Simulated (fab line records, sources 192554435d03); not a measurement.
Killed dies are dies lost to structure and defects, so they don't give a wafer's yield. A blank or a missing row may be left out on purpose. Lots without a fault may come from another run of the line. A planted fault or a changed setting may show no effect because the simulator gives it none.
Split-lot experiment | flow n5_finfet | 7 lots, 39 wafers read, on a route of 1938 steps

THE SPLIT
At N5_FIN_SAQP_PECVD_47 (deposits a-Si from SiH4/He, target thk 45 nm, time 36.3 s), the setting time_s was moved away from the recipe's 36.3 s on 15 of the 39 wafers read, by -42.6% to +42.0%. The other wafers ran this setting at the recipe's value.

FROM THE SPLIT TO THE READING: what the file shows between them, 4 steps
- N5_FIN_SAQP_PECVD_48: deposits SiNx from SiH4/NH3/N2, target thk 25 nm, time 22.1 s
- N5_FIN_SAQP_PECVD_06: deposits a-Si from SiH4/He, target thk 60 nm, time 48.1 s
- N5_FIN_SAQP_ETCH_57: etches SiNx in CH3F/O2, target depth 32.5 nm, time 46.4 s
- N5_FIN_SAQP_ETCH_65: etches SiO2 in CF4, target depth 4 nm, time 4.4 s

THE READING
oes_product_au, in a.u., at N5_FIN_SAQP_MANDREL_ETCH_58 (etches a-Si in HBr/Cl2, stops on SiNx, target depth 45 nm, bt time 10 s, time 27 s). Fault-free wafers of this fab line usually give 0.700 a.u., standard deviation 0.011 a.u..

wafer  | tool, chamber at the split | time_s as run, s | against the recipe | oes_product_au, a.u. | against lot-mates on the recipe
L075.1 | pecvd-01, 2                | 36.3             | recipe             | 0.678                | -
L075.2 | pecvd-01, 1                | 36.3             | recipe             | 0.693                | -
L075.3 | pecvd-01, 0                | 36.3             | recipe             | 0.702                | -
L075.4 | pecvd-01, 1                | 36.3             | recipe             | 0.683                | -
L075.5 | pecvd-01, 2                | 36.3             | recipe             | 0.678                | -
L075.6 | pecvd-01, 0                | 36.3             | recipe             | 0.690                | -
L076.1 | pecvd-03, 1                | 23.34            | -35.7%             | 0.544                | -0.143
L076.2 | pecvd-03, 0                | 36.3             | recipe             | 0.699                | -
L076.3 | pecvd-03, 0                | 36.3             | recipe             | 0.678                | -
L076.4 | pecvd-03, 1                | 23.34            | -35.7%             | 0.567                | -0.120
L076.5 | pecvd-03, 1                | 23.34            | -35.7%             | 0.547                | -0.140
L076.6 | pecvd-03, 0                | 36.3             | recipe             | 0.685                | -
L078.1 | pecvd-01, 0                | 36.3             | recipe             | 0.683                | -
L078.2 | pecvd-01, 1                | 51.53            | +42.0%             | 0.857                | +0.160
L078.3 | pecvd-01, 2                | 51.53            | +42.0%             | 0.831                | +0.134
L078.4 | pecvd-01, 1                | 36.3             | recipe             | 0.706                | -
L078.5 | pecvd-01, 0                | 51.53            | +42.0%             | 0.861                | +0.164
L078.6 | pecvd-01, 2                | 36.3             | recipe             | 0.701                | -
L082.1 | pecvd-03, 1                | 36.3             | recipe             | 0.701                | -
L082.3 | pecvd-03, 0                | 36.3             | recipe             | 0.694                | -
L082.4 | pecvd-03, 1                | 36.3             | recipe             | 0.704                | -
L085.1 | pecvd-02, 1                | 45.28            | +24.7%             | 0.799                | +0.086
L085.2 | pecvd-02, 2                | 36.3             | recipe             | 0.721                | -
L085.3 | pecvd-02, 0                | 36.3             | recipe             | 0.708                | -
L085.4 | pecvd-02, 0                | 45.28            | +24.7%             | 0.803                | +0.090
L085.5 | pecvd-02, 2                | 45.28            | +24.7%             | 0.819                | +0.106
L085.6 | pecvd-02, 1                | 36.3             | recipe             | 0.711                | -
L092.1 | pecvd-02, 1                | 36.3             | recipe             | 0.707                | -
L092.2 | pecvd-02, 2                | 36.3             | recipe             | 0.692                | -
L092.3 | pecvd-02, 0                | 26.97            | -25.7%             | 0.598                | -0.099
L092.4 | pecvd-02, 1                | 36.3             | recipe             | 0.691                | -
L092.5 | pecvd-02, 0                | 26.97            | -25.7%             | 0.604                | -0.093
L092.6 | pecvd-02, 2                | 26.97            | -25.7%             | 0.617                | -0.080
L094.1 | pecvd-03, 1                | 36.3             | recipe             | 0.711                | -
L094.2 | pecvd-03, 0                | 36.3             | recipe             | 0.704                | -
L094.3 | pecvd-03, 2                | 36.3             | recipe             | 0.693                | -
L094.4 | pecvd-03, 2                | 20.82            | -42.6%             | 0.537                | -0.166
L094.5 | pecvd-03, 1                | 20.82            | -42.6%             | 0.548                | -0.155
L094.6 | pecvd-03, 0                | 20.82            | -42.6%             | 0.534                | -0.169

THE FIT
A straight line over all 39 wafers: oes_product_au changes by +0.00381 a.u. for each +1% of time_s; r = +0.99; the points scatter about the line by 0.013 a.u..
The same after taking each lot's own level away (the mean of its wafers on the recipe; 39 wafers): +0.00372 a.u. for each +1%; r = +0.99; scatter 0.009 a.u..
On that fit, the largest move of time_s shifts the reading by 0.16 a.u..
The lots' own levels span 0.6873 to 0.7133 a.u., that is 2.4 times the standard deviation above.
So the lot-to-lot level changes the slope little: the two slopes agree.
Check: with one of the wafers moved furthest among these (-42.6%) left out of the fit, the line predicts -0.158 a.u. for it against its lot-mates. It came out at -0.166 a.u. against them.

OTHER SPLITS ON THESE WAFERS
These wafers also went through other splits before the reading. Each is held against what the fit with the lots' levels taken away leaves over:
other split on the same wafers | wafers away from the commonest value | r with oes_product_au (lot level and that fit taken away)
N5_ZERO_LAYER_PECVD_02 time_s  | 15                                   | +0.06

THE WHOLE CHAIN: every reading that the file lists as answering this split, in the file's order
step                        | what it does                                                                       | reading                                                                           | change (the file's fit)                   | r (the file's)
N5_FIN_SAQP_PECVD_47        | deposits a-Si from SiH4/He, target thk 45 nm, time 36.3 s                          | a-Si_of_FIN_SAQP_PECVD_47.thk_nm (the simulator's own value, which no gauge read) | +0.459 nm for each +1% of the setting     | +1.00
N5_FIN_SAQP_MANDREL_ETCH_58 | etches a-Si in HBr/Cl2, stops on SiNx, target depth 45 nm, bt time 10 s, time 27 s | oes_product_au                                                                    | +0.00373 a.u. for each +1% of the setting | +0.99
N5_FIN_SAQP_MANDREL_ETCH_58 | etches a-Si in HBr/Cl2, stops on SiNx, target depth 45 nm, bt time 10 s, time 27 s | etch.depth_nm (the simulator's own value, which no gauge read)                    | +0.459 nm for each +1% of the setting     | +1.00

THE FILE'S OWN FIT
oes_product_au changes by +0.00373 a.u. for each +1% of time_s, r = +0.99.
